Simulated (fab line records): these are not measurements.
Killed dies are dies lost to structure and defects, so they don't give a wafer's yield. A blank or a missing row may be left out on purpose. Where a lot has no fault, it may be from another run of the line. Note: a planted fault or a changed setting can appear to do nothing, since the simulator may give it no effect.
Matching of chambers || flow n5_finfet || N5_BEOL_M4_ETCH_63 on rie_diel-01 has 4 sister chambers
The step etches SiARC in CF4, target depth 15.6 nm, time 26 s. 4 wafers are shown with their chamber, then 8 later ones without.

## WAFERS WITH THEIR CHAMBER
{"wafer": "L080.2", "chamber": 1, "showerhead_plenum_p_Torr (Torr)": 2.13}
{"wafer": "L081.4", "chamber": 2, "showerhead_plenum_p_Torr (Torr)": 2.14}
{"wafer": "L084.5", "chamber": 0, "showerhead_plenum_p_Torr (Torr)": 2.26}
{"wafer": "L086.2", "chamber": 3, "showerhead_plenum_p_Torr (Torr)": 2.17}

## WAFERS WITH NO CHAMBER GIVEN
{"wafer": "L086.4", "showerhead_plenum_p_Torr (Torr)": 2.17}
{"wafer": "L086.6", "showerhead_plenum_p_Torr (Torr)": 2.26}
{"wafer": "L089.1", "showerhead_plenum_p_Torr (Torr)": 2.12}
{"wafer": "L089.3", "showerhead_plenum_p_Torr (Torr)": 2.26}
{"wafer": "L089.4", "showerhead_plenum_p_Torr (Torr)": 2.17}
{"wafer": "L093.1", "showerhead_plenum_p_Torr (Torr)": 2.12}
{"wafer": "L093.2", "showerhead_plenum_p_Torr (Torr)": 2.16}
{"wafer": "L093.5", "showerhead_plenum_p_Torr (Torr)": 2.26}

## EACH ONE'S CHAMBER
{"wafer": "L086.4", "from the rows above": 3, "in truth": 3}
{"wafer": "L086.6", "from the rows above": 0, "in truth": 0}
{"wafer": "L089.1", "from the rows above": "can't be placed: 1 or 2", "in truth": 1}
{"wafer": "L089.3", "from the rows above": 0, "in truth": 0}
{"wafer": "L089.4", "from the rows above": 3, "in truth": 3}
{"wafer": "L093.1", "from the rows above": "can't be placed: 1 or 2", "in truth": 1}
{"wafer": "L093.2", "from the rows above": "can't be placed: 3 or 2", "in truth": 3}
{"wafer": "L093.5", "from the rows above": 0, "in truth": 0}
Correct placement for 5 of the 8. Cannot be placed on the basis of these rows: 3; the candidates contain the true chamber in 3. Placed wrongly: 0.
How it was worked out, from the rows above alone: a wafer's distance from a chamber is the root of the sum, over the readings, of the square of ((its reading less the chamber's mean) divided by the reading's scatter). If the next closest chamber is less than 2 further off than the closest, the wafer can't be placed; otherwise it belongs to the closest. Each chamber's mean is taken over the wafers shown for it. The scatter (one wafer shown for each chamber): square how far every hidden wafer sits from the nearest shown wafer, average those squares and take the square root.
